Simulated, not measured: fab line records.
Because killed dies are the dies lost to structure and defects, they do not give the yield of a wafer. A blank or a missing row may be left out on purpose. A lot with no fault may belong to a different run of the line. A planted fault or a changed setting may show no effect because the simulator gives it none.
Comparing a struck lot with a sound one | flow nandHarc | 14 out of 1302 route steps
Sound: these wafers, L884.1, L884.5, L884.6. Struck: wafers L894.2, L894.4, L894.5. At the end, the cause is stated.
Order at every step that has rows: each side's tool, ch and its chambers, its first start. Under that, the readings that differ: sound wafers | struck wafers | difference of the means | sigmas: that difference in standard deviations of wafers without a fault.
alike: words and numbers the same on both sides, and readings whose means are apart by under 2 such deviations; not compared: readings that were withheld, readings missing a value for some wafer, numbers with overlapping values and no deviation given by the record, and bounds like >300 which may hide the same value.
Wherever a step has rows on one side only, a row that says differs or no value, or a row with sigmas, the two part there. Numbers that don't overlap but have no deviation are shown without sigmas and don't part them. A reading missing from all wafers of one side parts the sides only when that side holds two or more wafers.

NHARC_A_BLC_PVD_32: deposits Ti, target thk 5 nm, time 17.7 s.
  sound on pvdSputter-01; struck on pvdSputter-03
  alike: throttleValvePct
NHARC_A_BLC_ALD_23: deposits TiN, target thk 3 nm, pulse time 1 s, ald cycles 150.
  sound on aldMetal-04 ch 0,1, day 23 02:07; struck on aldMetal-01 ch 0,1,3, day 26 12:53
  alike: heaterPowerW, precursorPulseHeightRel
NHARC_A_BLC_CVD_24: deposits W, target thk 150 nm, time 434 s.
  sound on cvdW-02 ch 0,1; struck on cvdW-02 ch 0,1
  alike: heaterPowerW, throttleValvePct
NHARC_A_BLC_CMP_25: polishes, t overpolish 30 s, target thk 150 nm.
  sound on cmp-01 ch 1,2,3, day 23 02:54; struck on cmp-01 ch 1,2, day 26 13:37
  alike: motorCurrentA, overpolishRunS, timeToEndpointS
after that, 1 step had no rows for these wafers: NHARC_A_BLC_SRD_27.
NHARC_A_BLC_INSPECT_28:
  struck on defectInspect-02, day 26 14:02; sound on defectInspect-02, day 23 03:14
  alike: rawDefectCount
then, 5 steps without rows for these wafers: NHARC_A_M0_DEP_00 (deposits SiOC, target thk 150 nm); NHARC_A_M0_DEHYDRATE_01 (time 120 s); NHARC_A_M0_HMDS_02 (time 30 s); NHARC_A_M0_COAT_33 (time 65 s); NHARC_A_M0_COAT_03 (resist thk 90 nm).
NHARC_A_M0_SOFTBAKE_04: time 55 s.
  sound on lithoTrack-01 ch 0, day 23 03:00; struck on lithoTrack-04 ch 0, day 26 14:00
reading               | sound                | struck               | difference | sigmas
heaterPowerTotalW (W) | 188.45 188.33 188.36 | 186.98 186.68 187.03 | -1.48      | -9
after that, 1 step had no rows for these wafers: NHARC_A_M0_EBR_05.
NHARC_END_SORT_01:
  sound on prober-02 ch 0, day 24 19:33; struck on prober-01 ch 0, day 28 06:44
reading                | sound          | struck         | difference | sigmas
defectLimitedYield (%) | 96.3 97.0 96.3 | 86.7 88.3 85.1 | -9.8       | -4
killedAtArray          | 19 13 18       | 85 72 92       | +66        | +4
killedDies             | 25 20 25       | 90 79 101      | +67        | +4
sort_bin_2_pct (%)     | 0.9 0.4 0.7    | 4.1 4.6 6.8    | +4.5       | +4
sort_bin_3_pct (%)     | 0.6 0.1 0.1    | 1.3 0.9 1.3    | +0.9       | +2
sort_bin_4_pct (%)     | 2.2 2.4 2.8    | 7.8 6.2 6.8    | +4.5       | +3
sortNPass              | 652 657 652    | 587 598 576    | -67        | -4
sortRimYieldPct (%)    | 94 93 92       | 84 85 84       | -9         | -2
sortYieldPct (%)       | 96.3 97.0 96.3 | 86.7 88.3 85.1 | -9.8       | -4
  alike: killedAtOther, killedAtPeriphery, killedOpen, killedShort

== WHERE THEY PART ==
Last at NHARC_END_SORT_01 as far as this record goes, first at NHARC_A_M0_SOFTBAKE_04.

WHY: whatever the simulator had introduced
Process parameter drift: lithoTrack-04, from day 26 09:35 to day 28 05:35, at NHARC_A_M0_SOFTBAKE_04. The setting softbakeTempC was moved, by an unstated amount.
